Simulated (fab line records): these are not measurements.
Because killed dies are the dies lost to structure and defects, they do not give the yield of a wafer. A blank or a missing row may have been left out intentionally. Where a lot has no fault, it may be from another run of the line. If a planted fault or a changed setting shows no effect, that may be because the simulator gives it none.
fab line records	flow nandHarc
[record] lots = 6	wafers = 18	lastDay = 34
route steps=1302 shown A_CHANNEL_HOLE_D1@455 END@1302
lots that met no fault: from a run of the same line without faults
startH: start of the lot's first displayed wafer, in hours after the record's first day	waitH: hours elapsed since this lot's preceding step	" as in the row above	L1.1+2: a row that stands for several wafers	- no value present, or no start provided	* or withheld: withheld	< > ~ a bound
route shown NAME@n: names a module that has steps shown in the file, with the first one's number in the route	usual: mean and standard deviation over wafers with no fault	same: alike in all rows	chamber/n: place in a boat	sites: readings site by site	_std_site: the standard deviation of these	_edge_site: mean of outer sites minus mean of inner sites	radiusMm: how far each site lies from the wafer's centre	mask NAME#n: copy n	behind: the last tool/chamber to shape the wafer	hold: the reason the lot was held/the length of the hold in hours/how it ended	device: transistor that didn't switch, given as n, p or np	end of line: at the end of the route, the tests of the same wafers	a step without rows: its recipe alone	killed: the dies lost at the first sort to structure and to defects; this is not the yield of the wafer	map: a wafer's dies, marking killed ones x, the rest . and places with no die _
set.NAME: setting as actually run; set.NAME@STEP: the setting as run at that earlier step	model.NAME: the simulator's own value behind a step, which no gauge read
lots at selected steps of the route; one table per step, one row per wafer
services: a tool's chamber out of use, with start hour (startH, from the record's first day; less than 0 if before it), hours out, and reason
[[steps]]
[step NHARC_A_CHANNEL_HOLE_D1_COAT_37]
[recipe] tempC = 225	timeS = 65
[step NHARC_A_CHANNEL_HOLE_D1_COAT_04]
[recipe] spinRpm = 1500	resistThkNm = 90
[step NHARC_A_CHANNEL_HOLE_D1_SOFTBAKE_05]
[recipe] tempC = 105	timeS = 55
[step NHARC_A_CHANNEL_HOLE_D1_EBR_06]
[step NHARC_A_CHANNEL_HOLE_D1_EXPOSE_07]
[recipe] na = 1.35	targetCdNm = 100	sigmaOuter = 0.3	doseMj = 59.65	maskId = HOLE_D1
[step NHARC_A_CHANNEL_HOLE_D1_PEB_08]
[recipe] pebTempC = 100	pebTimeS = 65
[step NHARC_A_CHANNEL_HOLE_D1_DEVELOP_09]
[recipe] developTimeS = 35	devTempC = 23
[step NHARC_A_CHANNEL_HOLE_D1_CD_MEAS_10]
[recipe] targetCdNm = 100	landingEnergyEv = 500
[usual] cdNm = 100.0/0.46
lot.wafer	tool	chamber	startH	waitH	cdNm
L244.2	cdSem-02	0	202.39	-	100.4
L244.5	"	0	"	"	100.2
L244.6	"	0	"	"	100.0
L255.2	cdSem-03	0	316.52	-	100.5
L255.4	"	0	"	"	100.6
L255.6	"	0	"	"	100.5
L257.1	cdSem-03	0	323.45	-	100.0
L257.2	"	0	"	"	99.4
L257.4	"	0	"	"	100.0
L256.2	cdSem-02	0	323.73	-	99.9
L256.4	"	0	"	"	100.1
L256.5	"	0	"	"	100.3
L260.1	cdSem-01	0	368.11	-	100.0
L260.2	"	0	"	"	99.7
L260.5	"	0	"	"	99.6
L265.1	cdSem-03	0	414.49	-	99.5
L265.3	"	0	"	"	100.5
L265.6	"	0	"	"	100.1
[step NHARC_A_CHANNEL_HOLE_D1_OVL_MEAS_11]
[usual] overlayXNm = -0.2/1	overlayYNm = -0.1/0.72
lot.wafer	tool	chamber	startH	waitH	overlayXNm	overlayYNm
L244.2	overlay-02	-	202.47	-	-0.8	-0.4
L244.5	"	-	"	"	-0.8	-0.4
L244.6	"	-	"	"	-0.9	-0.4
L255.2	overlay-01	-	316.61	-	-0.6	1.5
L255.4	"	-	"	"	-1.6	1.4
L255.6	"	-	"	"	-1.0	2.1
L257.1	overlay-02	-	323.54	-	-1.4	-0.1
L257.2	"	-	"	"	-1.4	0.0
L257.4	"	-	"	"	-0.6	0.0
L256.2	overlay-01	-	323.82	-	-0.4	0.4
L256.4	"	-	"	"	-0.8	-0.2
L256.5	"	-	"	"	-0.1	0.1
L260.1	overlay-02	-	368.20	-	1.9	-1.4
L260.2	"	-	"	"	2.1	-0.7
L260.5	"	-	"	"	1.8	-0.6
L265.1	overlay-01	-	414.58	-	0.4	-0.6
L265.3	"	-	"	"	0.9	-0.9
L265.6	"	-	"	"	0.6	-2.0
[step NHARC_A_CHANNEL_HOLE_D1_INSPECT_12]
[usual] rawDefectCount = 5/3.1
lot.wafer	tool	chamber	startH	waitH	rawDefectCount
L244.2	defectInspect-02	-	202.51	0.0	4
L244.5	"	-	"	"	5
L244.6	"	-	"	"	7
L255.2	defectInspect-02	-	316.65	0.0	1
L255.4	"	-	"	"	3
L255.6	"	-	"	"	3
L257.1	defectInspect-02	-	323.58	0.0	6
L257.2	"	-	"	"	9
L257.4	"	-	"	"	7
L256.2	defectInspect-02	-	323.85	0.0	4
L256.4	"	-	"	"	3
L256.5	"	-	"	"	3
L260.1	defectInspect-02	-	368.25	0.1	7
L260.2	"	-	"	"	7
L260.5	"	-	"	"	7
L265.1	defectInspect-02	-	414.61	0.0	9
L265.3	"	-	"	"	3
L265.6	"	-	"	"	4
[step NHARC_A_CHANNEL_HOLE_D1_DESCUM_15]
[recipe] timeS = 3	o2FlowSccm = 200	arFlowSccm = 0	biasPowerW = 0	chemistry = O2
[usual] drypumpMotorCurrentA = 5.8/0.53	oesProductAu = 1.000/0.01	rfVppV = 57.9/1	showerheadPlenumPTorr = 1.91/0.094	throttleValvePct = 11.310/0.0088
lot.wafer	tool	chamber	startH	waitH	drypumpMotorCurrentA	oesProductAu	rfHoursCounterH	rfVppV	showerheadPlenumPTorr	throttleValvePct
L244.2	rieDiel-11	0	202.58	0.1	6.2	1.000	33	56.7	1.79	11.306
L244.6	"	3	"	"	5.9	0.999	-	58.3	1.90	11.324
L244.5	"	0	"	"	6.2	1.005	-	56.4	1.79	11.328
L255.2	rieDiel-08	1	316.71	0.1	4.9	1.011	10	60.1	2.03	11.320
L255.4	"	0	"	"	5.7	1.005	7	57.5	2.01	11.310
L255.6	"	2	"	"	6.5	0.989	-	58.1	1.90	11.313
L257.4	rieDiel-08	3	323.65	0.1	6.0	1.002	9	57.9	1.78	11.299
L257.2	"	0	"	"	5.7	1.002	8	57.7	2.01	11.317
L257.1	"	1	"	"	4.9	1.004	10	57.7	2.03	11.305
L256.2	rieDiel-11	2	323.94	0.1	6.0	0.996	14	57.8	1.86	11.307
L256.4	"	0	"	"	6.2	0.988	-	59.1	1.78	11.296
L256.5	"	1	"	"	5.5	1.006	-	57.5	1.95	11.301
L260.2	rieDiel-11	0	368.34	0.1	6.2	0.983	32	57.2	1.78	11.313
L260.1	"	1	"	"	5.5	0.982	33	57.5	1.95	11.312
L260.5	"	1	"	"	5.5	0.988	-	58.4	1.95	11.308
L265.3	rieDiel-08	2	414.68	0.1	6.5	1.011	2	56.2	1.90	11.315
L265.1	"	0	"	"	5.7	1.007	3	58.9	2.01	11.307
L265.6	"	3	"	"	5.9	0.990	-	58.0	1.77	11.318
[step NHARC_A_CHANNEL_HOLE_D1_ETCH_38]
[recipe] targetDepthA = 390	overEtchFrac = 0.3	timeS = 65	ionEnergyEv = 80	cf4FlowSccm = 150	arFlowSccm = 0	rfW = 300	biasW = 100	chemistry = CF4
[usual] drypumpMotorCurrentA = 5.7/0.52	oesProductAu = 1.000/0.0099	rfFwdPowerW = 297.4/1.1	rfVppV = 151.2/1.3	runLengthS = 86.2/0.47	showerheadPlenumPTorr = 1.77/0.08	throttleValvePct = 13.284/0.0089
lot.wafer	tool	chamber	startH	waitH	drypumpMotorCurrentA	oesProductAu	rfFwdPowerW	rfHoursCounterH	rfVppV	runLengthS	showerheadPlenumPTorr	throttleValvePct
L244.2	rieDiel-11	1	202.67	0.1	5.5	0.986	297.8	32	152.1	86.4	1.81	13.302
L244.5	"	3	"	"	5.9	0.998	298.1	-	150.9	85.7	1.76	13.279
L244.6	"	0	"	"	6.2	0.987	295.9	-	150.8	86.3	1.66	13.286
L255.4	rieDiel-08	0	316.81	0.1	5.7	0.996	298.5	7	150.4	86.2	1.85	13.288
L255.2	"	1	"	"	4.9	1.019	297.6	10	152.7	86.9	1.87	13.280
L255.6	"	2	"	"	6.5	0.995	295.8	-	150.8	86.2	1.76	13.277
L257.4	rieDiel-08	1	323.72	0.1	4.9	1.009	296.9	10	151.7	86.6	1.87	13.278
L257.1	"	2	"	"	6.5	0.989	299.1	10	151.5	85.9	1.76	13.288
L257.2	"	3	"	"	6.0	0.991	298.1	9	149.7	86.2	1.65	13.298
L256.2	rieDiel-11	0	324.02	0.1	6.2	0.984	297.6	16	149.4	85.9	1.66	13.282
L256.4	"	2	"	"	5.9	0.990	295.5	-	150.4	86.7	1.72	13.292
L256.5	"	0	"	"	6.2	0.990	296.7	-	149.7	85.9	1.66	13.285
L260.1	rieDiel-11	3	368.46	0.1	5.9	0.993	296.9	26	148.7	86.1	1.74	13.287
L260.2	"	1	"	"	5.5	0.985	295.7	33	150.7	86.1	1.80	13.292
L260.5	"	3	"	"	5.9	0.986	296.8	-	150.0	85.7	1.74	13.281
L265.1	rieDiel-08	2	414.84	0.1	6.5	0.992	299.8	3	151.2	85.9	1.76	13.288
L265.3	"	3	"	"	6.0	0.994	295.6	3	149.3	86.1	1.65	13.285
L265.6	"	1	"	"	4.8	1.016	298.2	-	152.2	86.5	1.87	13.296
[step NHARC_A_CHANNEL_HOLE_D1_ETCH_39]
[recipe] targetDepthA = 2600	overEtchFrac = 0.3	timeS = 325	ionEnergyEv = 200	n2FlowSccm = 150	h2FlowSccm = 150	arFlowSccm = 0	rfW = 400	biasW = 150	chemistry = N2/H2
[usual] drypumpMotorCurrentA = 5.8/0.49	oesProductAu = 0.998/0.0087	rfFwdPowerW = 399.1/1.1	rfVppV = 430.1/2.9	runLengthS = 346.2/0.47	showerheadPlenumPTorr = 2.03/0.1	throttleValvePct = 14.172/0.009
lot.wafer	tool	chamber	startH	waitH	drypumpMotorCurrentA	oesProductAu	rfFwdPowerW	rfHoursCounterH	rfVppV	runLengthS	showerheadPlenumPTorr	throttleValvePct
L244.2	rieDiel-11	2	202.77	-	6.0	0.994	397.5	34	430.1	345.9	2.00	14.172
L244.6	"	1	"	"	5.5	0.993	399.4	-	431.6	346.5	2.09	14.181
L244.5	"	2	"	"	5.9	0.996	397.7	-	429.2	346.0	1.99	14.187
L255.2	rieDiel-08	0	316.93	-	5.7	1.002	399.6	7	432.1	346.0	2.15	14.172
L255.4	"	1	"	"	4.9	1.010	399.6	10	434.6	346.9	2.17	14.181
L255.6	"	2	"	"	6.5	0.990	-	-	431.2	262.2	2.03	14.159
L257.2	rieDiel-08	2	323.82	-	6.5	0.983	399.9	10	430.5	346.0	2.03	14.182
L257.1	"	3	"	"	6.0	0.991	-	10	427.4	263.3	1.89	14.164
L257.4	"	0	"	"	5.7	1.000	399.8	8	433.2	346.5	2.15	14.175
L256.2	rieDiel-11	0	324.18	-	6.2	0.986	398.3	16	425.8	346.1	1.90	14.177
L256.4	"	1	"	"	5.5	0.998	400.4	-	429.8	346.8	2.08	14.177
L256.5	"	2	"	"	6.0	0.996	397.4	-	428.2	346.5	1.98	14.162
L260.2	rieDiel-11	3	368.79	-	5.9	0.990	398.6	27	429.0	345.9	2.01	14.190
L260.1	"	1	"	"	5.5	0.993	398.4	33	430.6	346.4	2.07	14.166
L260.5	"	3	"	"	5.9	0.987	398.5	-	430.3	345.9	2.01	14.177
L265.3	rieDiel-08	2	414.96	-	6.5	0.990	399.3	3	429.2	345.2	2.03	14.185
L265.1	"	0	"	"	5.7	0.990	400.7	3	433.3	345.9	2.14	14.150
L265.6	"	3	"	"	6.0	0.990	398.9	-	426.2	346.0	1.89	14.169
[step NHARC_A_CHANNEL_HOLE_D1_ETCH_34]
[recipe] targetDepthA = 1540	timeS = 77	cf4FlowSccm = 100	chf3FlowSccm = 30	arFlowSccm = 0	rfW = 500	biasW = 200	chemistry = CF4/CHF3
[usual] drypumpMotorCurrentA = 5.7/0.51	oesProductAu = 0.951/0.024	rfFwdPowerW = 496.5/1.5	rfVppV = 370.6/2.6	runLengthS = 98.2/0.45	showerheadPlenumPTorr = 1.57/0.073	throttleValvePct = 16.803/0.0097
lot.wafer	tool	chamber	startH	waitH	drypumpMotorCurrentA	oesProductAu	rfFwdPowerW	rfHoursCounterH	rfVppV	runLengthS	showerheadPlenumPTorr	throttleValvePct
L244.2	rieDiel-11	1	-	-	5.5	0.979	493.8	32	371.4	98.6	1.61	16.824
L244.5	"	2	"	"	5.9	0.965	494.8	-	371.4	97.9	1.54	16.802
L244.6	"	3	"	"	5.9	0.951	497.0	-	370.4	97.8	1.56	16.822
L255.4	rieDiel-08	0	-	-	5.7	0.974	494.5	8	373.7	98.2	1.65	16.801
L255.2	"	1	"	"	4.9	0.982	497.9	10	373.1	98.7	1.67	16.810
L255.6	"	3	"	"	5.9	0.967	496.0	-	369.2	98.4	1.47	16.805
L257.1	rieDiel-08	1	-	-	4.9	0.936	496.3	10	372.4	98.5	1.67	16.796
L257.2	"	2	"	"	6.5	0.919	500.3	10	370.2	97.4	1.57	16.793
L257.4	"	3	"	"	6.0	0.910	499.0	10	366.1	98.1	1.47	16.805
L256.4	rieDiel-11	2	-	-	6.0	0.967	496.4	14	368.4	98.7	1.53	16.821
L256.2	"	3	"	"	5.9	0.926	495.1	13	370.4	97.8	1.55	16.793
L256.5	"	1	"	"	5.5	0.954	496.4	-	372.0	97.9	1.60	16.801
L260.2	rieDiel-11	3	-	-	5.9	0.937	495.7	27	368.8	98.0	1.55	16.802
L260.1	"	0	"	"	6.2	0.929	494.1	33	368.4	98.1	1.47	16.790
L260.5	"	0	"	"	6.2	0.914	495.3	-	366.1	98.5	1.47	16.807
L265.1	rieDiel-08	0	-	-	5.7	0.957	494.4	3	373.4	98.1	1.65	16.806
L265.3	"	2	"	"	6.5	0.951	496.1	3	369.3	97.5	1.56	16.803
L265.6	"	1	"	"	4.9	0.971	495.2	-	372.9	98.5	1.67	16.810
[step NHARC_END_SORT_01]
[recipe] tempC = 25
[usual] killedAtArray = 53/18	killedAtOther = 0.8/1.1	killedAtPeriphery = 4.1/2.7	killedDies = 58/18	killedOpen = 3.1/1.7	killedShort = 2.7/1.7
[same] grossDies = 677
lot.wafer	tool	chamber	startH	waitH	killedAtArray	killedAtOther	killedAtPeriphery	killedDies	killedOpen	killedShort
L244.2	prober-02	0	608.50	2.8	44	2	9	55	5	1
L244.5	prober-02	0	610.91	3.7	41	1	6	48	3	2
L244.6	prober-02	0	611.72	4.0	40	3	6	49	2	4
L257.1	prober-01	0	698.11	2.5	284	0	4	288	4	2
L257.2	prober-01	0	698.90	2.8	55	0	3	58	2	0
L257.4	prober-01	0	700.49	3.4	52	0	2	54	1	2
L255.2	prober-01	0	706.67	2.8	43	0	2	45	9	2
L255.4	prober-01	0	708.27	3.4	50	0	1	51	1	6
L255.6	prober-01	0	709.86	4.0	290	0	2	292	4	2
// killed by level:class
L244.2 A_SLIT:chamberFilmFlake=19 A_CHANNEL_HOLE_D2:chamberFilmFlake=7 A_WL_FILL:chamberFilmFlake=6 P_GATE:chamberFilmFlake=5 A_STAIRCASE:chamberFilmFlake=4 P_CONTACT:chamberFilmFlake=2 THIN_TSV:chamberFilmFlake=2 P_STI:geometricParticle:open=1
L244.5 A_SLIT:chamberFilmFlake=18 A_CHANNEL_HOLE_D2:chamberFilmFlake=9 P_GATE:chamberFilmFlake=3 A_WL_FILL:chamberFilmFlake=3 A_ONON_D2:geometricParticle:short=2 A_STAIRCASE:chamberFilmFlake=2 A_CONTACT:chamberFilmFlake=2 P_GATE:geometricParticle:open=1
L244.6 A_SLIT:chamberFilmFlake=22 A_CONTACT:chamberFilmFlake=5 P_GATE:chamberFilmFlake=4 THIN_TSV:chamberFilmFlake=3 A_CHANNEL_HOLE_D2:chamberFilmFlake=3 A_CHANNEL_HOLE_D1:chamberFilmFlake=2 P_M2:geometricParticle:short=1 A_CHANNEL_FILL_D1:geometricParticle:short=1
L257.1 A_CHANNEL_HOLE_D1:areaEtch=189 A_SLIT:chamberFilmFlake=42 A_CHANNEL_HOLE_D1:chamberFilmFlake=34 A_CONTACT:chamberFilmFlake=9 P_STI:chamberFilmFlake=2 A_STAIRCASE:chamberFilmFlake=2 A_ONON_D1:geometricParticle:open=1 A_CHANNEL_HOLE_D1:geometricParticle:short=1
L257.2 A_SLIT:chamberFilmFlake=23 A_CHANNEL_HOLE_D1:chamberFilmFlake=17 A_CONTACT:chamberFilmFlake=7 P_ZERO_WELL:chamberFilmFlake=3 A_BLC:chamberFilmFlake=2 A_SOURCE_PLATE:geometricParticle:open=1 A_ONON_D1:geometricParticle:open=1 A_ZERO_WELL:chamberFilmFlake=1
L257.4 A_SLIT:chamberFilmFlake=15 A_CHANNEL_HOLE_D1:chamberFilmFlake=13 A_CONTACT:chamberFilmFlake=9 A_STAIRCASE:chamberFilmFlake=6 A_BLC:chamberFilmFlake=4 P_ZERO_WELL:chamberFilmFlake=2 A_ONON_D1:geometricParticle:open=1 A_ONON_D2:geometricParticle:short=1
L255.2 A_SLIT:chamberFilmFlake=21 A_CHANNEL_HOLE_D1:chamberFilmFlake=7 A_M0:geometricParticle:open=4 A_STAIRCASE:chamberFilmFlake=3 A_ONON_D2:geometricParticle:open=2 A_CONTACT:chamberFilmFlake=2 P_CONTACT:geometricParticle:open=1 P_M0:geometricParticle:open=1
L255.4 A_SLIT:chamberFilmFlake=34 A_CHANNEL_HOLE_D1:chamberFilmFlake=5 A_STAIRCASE:chamberFilmFlake=3 A_CHANNEL_FILL_D2:geometricParticle:short=2 A_CONTACT:chamberFilmFlake=2 P_GATE:geometricParticle:open=1 A_CHANNEL_FILL_D1:geometricParticle:short=1 A_DECK1_JOINT:geometricParticle:short=1
L255.6 A_CHANNEL_HOLE_D1:areaEtch=239 A_SLIT:chamberFilmFlake=27 A_CHANNEL_HOLE_D1:chamberFilmFlake=8 A_BLC:chamberFilmFlake=5 A_STAIRCASE:chamberFilmFlake=3 A_WL_FILL:chamberFilmFlake=2 P_CONTACT:geometricParticle:open=1 P_M1:geometricParticle:short=1
// map L255.6 (x killed, . not)
____________x____________
_________.x.x..x_________
_______xxx.x..x..._______
______xxx.x.......x______
_____.xxxxxxx.xx...x_____
____x.xx..xx..xx..xx.____
____x.......x.x.....x____
___xxxxxx.x...x...xx.x___
___xx.......x.....xxx.___
__xxxx.............x.xx__
__xxxx..x....x.......x.__
_xxx.x..x...........xx.x_
_xxx....x.........x...xx_
_xxxxxx...............x._
_xxx......x...x......x.._
_xx.x......xx..........x_
xxxxx....................
xxxxx................xx.x
xxxxxx...x...x........x..
xxxxxxx......x..........x
xxxxx..................xx
_xxx..................xx_
_xxxx.x.............xx.x_
_.x.xx..............x..x_
_xxxxx.xx.x.....x....xxx_
_xxxx.x..............x.x_
__xxxxxxx...........xxx__
__xxxxx.x.....x..xxx..x__
___xxxxx..x.x....xxxxx___
___xxxxx.xx......xxxx.___
____xxxxxxxxx.x...x.x____
____xxxxxxxxxxxxxxxxx____
_____xxxxxx..x.xxxxx_____
______xxxxxxx.xxxxx______
_______xxxxxxxx.xx_______
_________xxxxxxx_________
____________x____________
// map L257.1 (x killed, . not)
____________x____________
_________xx.x..x_________
_______xxx..x.xxx._______
______...x...x.x...______
_____xxx.x.xxx..x.x._____
____xxx.xx.xx...x.xxx____
____xxxx..xxxxx..xx..____
___xx..xx..xxx.x..xxx.___
___xxxxxxxxxxx..x....x___
__x.x..xxxxxxx....x....__
__.x..x.xxxxxxx.....x.x__
_xxx.x..x.xxxx..x......._
_xx....x.x..x.x..x.x...x_
_x.x.x....xx..x.......x._
_..x.....x.x.xx...xx.x.._
_.xx.x.x.x.xx..........x_
.xx..xx.....xxx.....x....
.x......xx...........xx..
x....x....x.....xxx.x..x.
xx....x...............xx.
xxxx.......x..x.....x....
_....x.....x..xx..xx...x_
_.x.x.....xx..x....xx..._
_x.......x.x....x......x_
_xx.....xx.x...........x_
_xx..x...x...x.........x_
__xxx...x..x.x.......x.__
__xxxxxx.....x.x....xx.__
___.xx..x.xxxx.x......___
___xx.xxxxxxxxx...x..x___
____xxx..xxxxxx...x..____
____xxx.xxxxxxxxx.x..____
_____..xxxxxxxx..xx._____
______xxxxx.x.xxx.x______
_______..xxxx.xx.x_______
_________..xx.x._________
____________.____________
[[services]]
tool	chamber	startH	hours	kind
rieDiel-11	0	188.90	-	clean
rieDiel-11	1	188.90	-	clean
rieDiel-11	2	188.90	-	clean
rieDiel-11	3	188.90	-	clean
rieDiel-08	-	191.05	9.0	pm
rieDiel-08	0	191.05	9.0	ventCycle
rieDiel-08	1	191.05	9.0	ventCycle
rieDiel-08	2	191.05	9.0	ventCycle
rieDiel-08	3	191.05	9.0	ventCycle
rieDiel-08	0	200.05	-	clean
rieDiel-08	1	200.05	-	clean
rieDiel-08	2	200.05	-	clean
rieDiel-08	3	200.05	-	clean
rieDiel-08	2	203.25	12.5	repair
rieDiel-11	0	213.40	-	clean
rieDiel-11	1	213.40	-	clean
rieDiel-08	0	235.14	17.7	repair
rieDiel-11	-	258.73	9.0	pm
rieDiel-08	3	272.12	7.2	repair
rieDiel-11	-	305.36	1.2	repair
rieDiel-11	3	315.85	8.3	repair
rieDiel-08	-	333.82	0.5	repair
rieDiel-08	2	339.63	3.4	repair
rieDiel-08	-	368.07	9.0	pm
[[key]]
[firstSign] step = NHARC_A_CHANNEL_HOLE_D1_ETCH_39	reading = runLengthS	direction = down	sigmas = 99+	usual = *	struck = *
[effect] step = NHARC_END_SORT_01	reading = killedAtArray	direction = up	sigmas = 13	usual = 53	struck = 287
[moreKillsBornAt] NHARC_A_CHANNEL_HOLE_D1_ETCH_39@rieDiel-08 = 428
metAt NHARC_A_CHANNEL_HOLE_D1_ETCH_39
struckWafers L255.6,L257.1
testerLeftOut L255,L257
[fault] kind = processParameterDrift	tool = rieDiel-08	chamber = -	onsetH = 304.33	steps = NHARC_A_CHANNEL_HOLE_D1_ETCH_39	channel = timeS	offset = *	shape = step	endH = 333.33	scope = struckWafersOnly	actsIn = *	stated = *
// testerLeftOut: of these lots the tester's yield and bins aren't shown, on N5 and GAA mostly nor the transistor test; their killed dies are dies lost to structure and defects alone, not to doping, threshold or leakage, so they don't give the yield
